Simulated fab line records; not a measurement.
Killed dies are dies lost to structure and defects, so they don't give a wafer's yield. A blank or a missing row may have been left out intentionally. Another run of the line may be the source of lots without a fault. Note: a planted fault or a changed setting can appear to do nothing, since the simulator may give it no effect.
Which of the tools did it? || flow n5_finfet || 10 lots with 30 wafers sampled at 3 steps, on a route of 1938 steps

## WHAT EACH GAUGE READ, for each wafer
N5_BEOL_M10_RS_MEAS_57: measures by four-point-probe. Usual: M10_RS typically reads 0.152 ohm/sq, with standard deviation 0.0032.
{"lot": "L783", "measured": "day 10 12:57", "on": "film_metro-01", "M10_RS (ohm/sq)": "0.152 0.152 0.149", "flag": ""}
{"lot": "L785", "measured": "day 11 09:15", "on": "film_metro-01", "M10_RS (ohm/sq)": "0.156 0.148 0.149", "flag": ""}
{"lot": "L786", "measured": "day 11 09:47", "on": "film_metro-02", "M10_RS (ohm/sq)": "0.150 0.149 0.156", "flag": ""}
{"lot": "L787", "measured": "day 11 17:26", "on": "film_metro-01", "M10_RS (ohm/sq)": "0.150 0.147 0.152", "flag": ""}
{"lot": "L788", "measured": "day 12 05:28", "on": "film_metro-01", "M10_RS (ohm/sq)": "0.150 0.151 0.148", "flag": ""}
{"lot": "L792", "measured": "day 13 14:42", "on": "film_metro-01", "M10_RS (ohm/sq)": "0.156 0.150 0.154", "flag": ""}
{"lot": "L793", "measured": "day 13 14:58", "on": "film_metro-02", "M10_RS (ohm/sq)": "0.144 0.148 0.154", "flag": ""}
{"lot": "L796", "measured": "day 13 21:10", "on": "film_metro-01", "M10_RS (ohm/sq)": "0.149 0.151 0.152", "flag": ""}
{"lot": "L800", "measured": "day 14 18:58", "on": "film_metro-02", "M10_RS (ohm/sq)": "0.150 0.153 0.156", "flag": ""}
{"lot": "L799", "measured": "day 14 22:04", "on": "film_metro-02", "M10_RS (ohm/sq)": "0.150 0.153 0.146", "flag": ""}

## WHICH TOOL RAN EACH LOT (tool, then ch and the chambers of the sampled wafers, then the start)
{"lot": "L783", "N5_BEOL_M10_SURFACE_TREAT_76": "pvd_sputter-02, day 10 11:42", "N5_BEOL_M10_ANNEAL_51": "rtp_anneal-01 ch 0, day 10 12:11"}
{"lot": "L785", "N5_BEOL_M10_SURFACE_TREAT_76": "pvd_sputter-02, day 11 07:58", "N5_BEOL_M10_ANNEAL_51": "rtp_anneal-01 ch 0, day 11 08:32"}
{"lot": "L786", "N5_BEOL_M10_SURFACE_TREAT_76": "pvd_sputter-03, day 11 08:16", "N5_BEOL_M10_ANNEAL_51": "rtp_anneal-01 ch 0, day 11 09:04"}
{"lot": "L787", "N5_BEOL_M10_SURFACE_TREAT_76": "pvd_sputter-02, day 11 16:16", "N5_BEOL_M10_ANNEAL_51": "rtp_anneal-02 ch 0, day 11 16:43"}
{"lot": "L788", "N5_BEOL_M10_SURFACE_TREAT_76": "pvd_sputter-03, day 12 04:14", "N5_BEOL_M10_ANNEAL_51": "rtp_anneal-01 ch 0, day 12 04:47"}
{"lot": "L792", "N5_BEOL_M10_SURFACE_TREAT_76": "pvd_sputter-01, day 13 13:32", "N5_BEOL_M10_ANNEAL_51": "rtp_anneal-02 ch 0, day 13 13:58"}
{"lot": "L793", "N5_BEOL_M10_SURFACE_TREAT_76": "pvd_sputter-01, day 13 13:35", "N5_BEOL_M10_ANNEAL_51": "rtp_anneal-02 ch 0, day 13 14:17"}
{"lot": "L796", "N5_BEOL_M10_SURFACE_TREAT_76": "pvd_sputter-02, day 13 18:20", "N5_BEOL_M10_ANNEAL_51": "rtp_anneal-01 ch 0, day 13 20:29"}
{"lot": "L800", "N5_BEOL_M10_SURFACE_TREAT_76": "pvd_sputter-02, day 14 17:49", "N5_BEOL_M10_ANNEAL_51": "rtp_anneal-02 ch 0, day 14 18:14"}
{"lot": "L799", "N5_BEOL_M10_SURFACE_TREAT_76": "pvd_sputter-01, day 14 20:46", "N5_BEOL_M10_ANNEAL_51": "rtp_anneal-01 ch 0, day 14 21:20"}
- N5_BEOL_M10_SURFACE_TREAT_76
- N5_BEOL_M10_ANNEAL_51: time 90 s.

## WHAT THE TOOLS THEMSELVES READ (means of the sampled wafers that have a number; where no wafer has one, the mark that the record gives instead)
N5_BEOL_M10_ANNEAL_51. Usual: anneal_temp_c_max 226.1, standard deviation 0.34; wafer_temp_C_max 226.14, standard deviation 0.29.
{"lot": "L783", "tool": "rtp_anneal-01", "anneal_temp_c_max": 226.6, "wafer_temp_C_max": 226.16, "flag": ""}
{"lot": "L785", "tool": "rtp_anneal-01", "anneal_temp_c_max": 226.4, "wafer_temp_C_max": 226.25, "flag": ""}
{"lot": "L786", "tool": "rtp_anneal-01", "anneal_temp_c_max": 226.3, "wafer_temp_C_max": 226.28, "flag": ""}
{"lot": "L787", "tool": "rtp_anneal-02", "anneal_temp_c_max": 225.7, "wafer_temp_C_max": 226.52, "flag": ""}
{"lot": "L788", "tool": "rtp_anneal-01", "anneal_temp_c_max": 226.2, "wafer_temp_C_max": 225.97, "flag": ""}
{"lot": "L792", "tool": "rtp_anneal-02", "anneal_temp_c_max": 225.7, "wafer_temp_C_max": 226.23, "flag": ""}
{"lot": "L793", "tool": "rtp_anneal-02", "anneal_temp_c_max": 225.7, "wafer_temp_C_max": 226.01, "flag": ""}
{"lot": "L796", "tool": "rtp_anneal-01", "anneal_temp_c_max": 226.3, "wafer_temp_C_max": 225.84, "flag": ""}
{"lot": "L800", "tool": "rtp_anneal-02", "anneal_temp_c_max": 225.8, "wafer_temp_C_max": 226.13, "flag": ""}
{"lot": "L799", "tool": "rtp_anneal-01", "anneal_temp_c_max": 226.0, "wafer_temp_C_max": 226.05, "flag": ""}

## THE ANSWER, worked out from the rows above alone
Rule: take the mean of a lot's wafers that have a number; if it is more than 3 standard deviations from the usual mean, the lot is off. A lot without any number at a reading at which 4 lots or more have one is off too. Any other lot the step has rows for is counted as sound. After the gauges, taken in route order, come the tools' own readings; for these a lot's mean is taken, as printed above. At the first step where some lot is off, the reading lying furthest off is the one used; lots without a number count as furthest.
No lot is off on any of the readings shown, so nothing can be concluded from this.

## WHAT THE SIMULATOR PUT IN
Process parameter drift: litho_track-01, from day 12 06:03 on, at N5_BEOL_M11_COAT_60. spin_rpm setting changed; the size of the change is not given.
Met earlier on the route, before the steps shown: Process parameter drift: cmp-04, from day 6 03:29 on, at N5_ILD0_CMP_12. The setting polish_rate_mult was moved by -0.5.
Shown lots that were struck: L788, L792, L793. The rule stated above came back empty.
